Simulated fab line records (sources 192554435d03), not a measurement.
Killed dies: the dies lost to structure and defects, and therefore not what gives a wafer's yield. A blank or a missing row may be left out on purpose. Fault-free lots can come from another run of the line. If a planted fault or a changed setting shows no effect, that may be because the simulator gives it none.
Split-lot experiment :: flow n5-finfet :: on a route of 1938 steps: 7 lots, 21 wafers read

THE SPLIT ITSELF
At N5_SD_EPI_N_EPI_21 (deposits Si:P, time 690 s), the setting time-s was moved away from the recipe's 690 s on 9 of the 21 wafers read, by -18.8% to +10.5%. This setting was run at the recipe's value on the other wafers.

Reading taken at the split's own step.

THE READING
Si-P_of_SD_EPI_N_EPI_21.thk-nm (the simulator's own value, which no gauge read), in nm, at N5_SD_EPI_N_EPI_21 (deposits Si:P, time 690 s). No usual value for it is given in the file. The 12 wafers here that ran the recipe average 58.8 nm, standard deviation 0.63 nm.

wafer: L076.1
tool, chamber at the split: epi-rpcvd-03, 0
time-s as run, s: 627.5
against the recipe: -9.1%
Si-P_of_SD_EPI_N_EPI_21.thk-nm, nm: 54.2
against lot-mates on the recipe: -4.2

wafer: L076.5
tool, chamber at the split: epi-rpcvd-03, 0
time-s as run, s: 690
against the recipe: recipe
Si-P_of_SD_EPI_N_EPI_21.thk-nm, nm: 58.4
against lot-mates on the recipe: -

wafer: L076.6
tool, chamber at the split: epi-rpcvd-03, 0
time-s as run, s: 627.5
against the recipe: -9.1%
Si-P_of_SD_EPI_N_EPI_21.thk-nm, nm: 54.6
against lot-mates on the recipe: -3.8

wafer: L077.2
tool, chamber at the split: epi-rpcvd-01, 0
time-s as run, s: 762.7
against the recipe: +10.5%
Si-P_of_SD_EPI_N_EPI_21.thk-nm, nm: 62.8
against lot-mates on the recipe: +3.5

wafer: L077.4
tool, chamber at the split: epi-rpcvd-01, 0
time-s as run, s: 690
against the recipe: recipe
Si-P_of_SD_EPI_N_EPI_21.thk-nm, nm: 58.8
against lot-mates on the recipe: -

wafer: L077.6
tool, chamber at the split: epi-rpcvd-01, 0
time-s as run, s: 690
against the recipe: recipe
Si-P_of_SD_EPI_N_EPI_21.thk-nm, nm: 59.8
against lot-mates on the recipe: -

wafer: L079.2
tool, chamber at the split: epi-rpcvd-01, 0
time-s as run, s: 582.7
against the recipe: -15.6%
Si-P_of_SD_EPI_N_EPI_21.thk-nm, nm: 52.2
against lot-mates on the recipe: -6.2

wafer: L079.3
tool, chamber at the split: epi-rpcvd-01, 0
time-s as run, s: 582.7
against the recipe: -15.6%
Si-P_of_SD_EPI_N_EPI_21.thk-nm, nm: 52.2
against lot-mates on the recipe: -6.2

wafer: L079.4
tool, chamber at the split: epi-rpcvd-01, 0
time-s as run, s: 690
against the recipe: recipe
Si-P_of_SD_EPI_N_EPI_21.thk-nm, nm: 58.4
against lot-mates on the recipe: -

wafer: L085.2
tool, chamber at the split: epi-rpcvd-03, 0
time-s as run, s: 690
against the recipe: recipe
Si-P_of_SD_EPI_N_EPI_21.thk-nm, nm: 59.6
against lot-mates on the recipe: -

wafer: L085.3
tool, chamber at the split: epi-rpcvd-03, 0
time-s as run, s: 690
against the recipe: recipe
Si-P_of_SD_EPI_N_EPI_21.thk-nm, nm: 58.8
against lot-mates on the recipe: -

wafer: L085.4
tool, chamber at the split: epi-rpcvd-03, 0
time-s as run, s: 560.3
against the recipe: -18.8%
Si-P_of_SD_EPI_N_EPI_21.thk-nm, nm: 50.6
against lot-mates on the recipe: -8.6

wafer: L086.2
tool, chamber at the split: epi-rpcvd-04, 0
time-s as run, s: 690
against the recipe: recipe
Si-P_of_SD_EPI_N_EPI_21.thk-nm, nm: 59.2
against lot-mates on the recipe: -

wafer: L086.6
tool, chamber at the split: epi-rpcvd-04, 0
time-s as run, s: 690
against the recipe: recipe
Si-P_of_SD_EPI_N_EPI_21.thk-nm, nm: 59.2
against lot-mates on the recipe: -

wafer: L086.4
tool, chamber at the split: epi-rpcvd-04, 0
time-s as run, s: 690
against the recipe: recipe
Si-P_of_SD_EPI_N_EPI_21.thk-nm, nm: 58.8
against lot-mates on the recipe: -

wafer: L088.2
tool, chamber at the split: epi-rpcvd-01, 0
time-s as run, s: 578.9
against the recipe: -16.1%
Si-P_of_SD_EPI_N_EPI_21.thk-nm, nm: 52
against lot-mates on the recipe: -7.2

wafer: L088.5
tool, chamber at the split: epi-rpcvd-01, 0
time-s as run, s: 690
against the recipe: recipe
Si-P_of_SD_EPI_N_EPI_21.thk-nm, nm: 59.2
against lot-mates on the recipe: -

wafer: L088.6
tool, chamber at the split: epi-rpcvd-01, 0
time-s as run, s: 578.9
against the recipe: -16.1%
Si-P_of_SD_EPI_N_EPI_21.thk-nm, nm: 51.8
against lot-mates on the recipe: -7.4

wafer: L096.1
tool, chamber at the split: epi-rpcvd-03, 0
time-s as run, s: 613.8
against the recipe: -11.0%
Si-P_of_SD_EPI_N_EPI_21.thk-nm, nm: 54
against lot-mates on the recipe: -3.8

wafer: L096.2
tool, chamber at the split: epi-rpcvd-03, 0
time-s as run, s: 690
against the recipe: recipe
Si-P_of_SD_EPI_N_EPI_21.thk-nm, nm: 57.4
against lot-mates on the recipe: -

wafer: L096.4
tool, chamber at the split: epi-rpcvd-03, 0
time-s as run, s: 690
against the recipe: recipe
Si-P_of_SD_EPI_N_EPI_21.thk-nm, nm: 58.2
against lot-mates on the recipe: -

FIT RESULTS
A straight line over all 21 wafers: Si-P_of_SD_EPI_N_EPI_21.thk-nm changes by +0.427 nm for each +1% of time-s; r = +0.99; the points scatter about the line by 0.54 nm.
The same after taking each lot's own level away (the mean of its wafers on the recipe; 21 wafers): +0.418 nm for each +1%; r = +0.99; scatter 0.47 nm.
On that fit, the largest move of time-s shifts the reading by 7.9 nm.
The lots' own levels span 57.80 to 59.30 nm, that is 2.4 times the standard deviation above.
Consequently the slope shifts little with the lot-to-lot level, the two slopes agreeing.
Check: -7.77 nm against its lot-mates is what the line predicts for one of the wafers moved furthest among these (-18.8%) when that wafer is left out of the fit. It came out at -8.6 nm against them.

FURTHER SPLITS ON THESE WAFERS
Other splits were also applied to these wafers ahead of the reading. Each is held against what the fit with the lots' levels taken away leaves over:
other split on the same wafers: N5_ZERO_LAYER_EXPOSE_08 dose-mj
wafers away from the commonest value: 4
r with Si-P_of_SD_EPI_N_EPI_21.thk-nm (lot level and that fit taken away): +0.11

other split on the same wafers: N5_ZERO_LAYER_DESCUM_16 time-s
wafers away from the commonest value: 3
r with Si-P_of_SD_EPI_N_EPI_21.thk-nm (lot level and that fit taken away): -0.03

other split on the same wafers: N5_FIN_SAQP_EXPOSE_13 dose-mj
wafers away from the commonest value: 4
r with Si-P_of_SD_EPI_N_EPI_21.thk-nm (lot level and that fit taken away): -0.47

other split on the same wafers: N5_FIN_SAQP_FIN_ETCH_36 icp-w
wafers away from the commonest value: 6
r with Si-P_of_SD_EPI_N_EPI_21.thk-nm (lot level and that fit taken away): -0.22

other split on the same wafers: N5_FIN_CUT_COAT_19 spin-rpm
wafers away from the commonest value: 11
r with Si-P_of_SD_EPI_N_EPI_21.thk-nm (lot level and that fit taken away): +0.00

other split on the same wafers: N5_DUMMY_GATE_COAT_09 spin-rpm
wafers away from the commonest value: 4
r with Si-P_of_SD_EPI_N_EPI_21.thk-nm (lot level and that fit taken away): -0.09

other split on the same wafers: N5_SD_EPI_N_ETCH_16 target-depth-a
wafers away from the commonest value: 7
r with Si-P_of_SD_EPI_N_EPI_21.thk-nm (lot level and that fit taken away): -0.44

THE WHOLE CHAIN: every reading that the file lists as answering this split, in the file's order
step: N5_SD_EPI_N_EPI_21
what it does: deposits Si:P, time 690 s
reading: Si-P_of_SD_EPI_N_EPI_21.thk-nm (the simulator's own value, which no gauge read)
change (the file's fit): +0.42 nm for each +1% of the setting
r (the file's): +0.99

step: N5_SD_EPI_N_EPI_MEAS_23
what it does: 
reading: thk-nm
change (the file's fit): withheld for each +1% of the setting
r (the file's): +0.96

FILE'S OWN FIT
Si-P_of_SD_EPI_N_EPI_21.thk-nm changes by +0.42 nm for each +1% of time-s, r = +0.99.
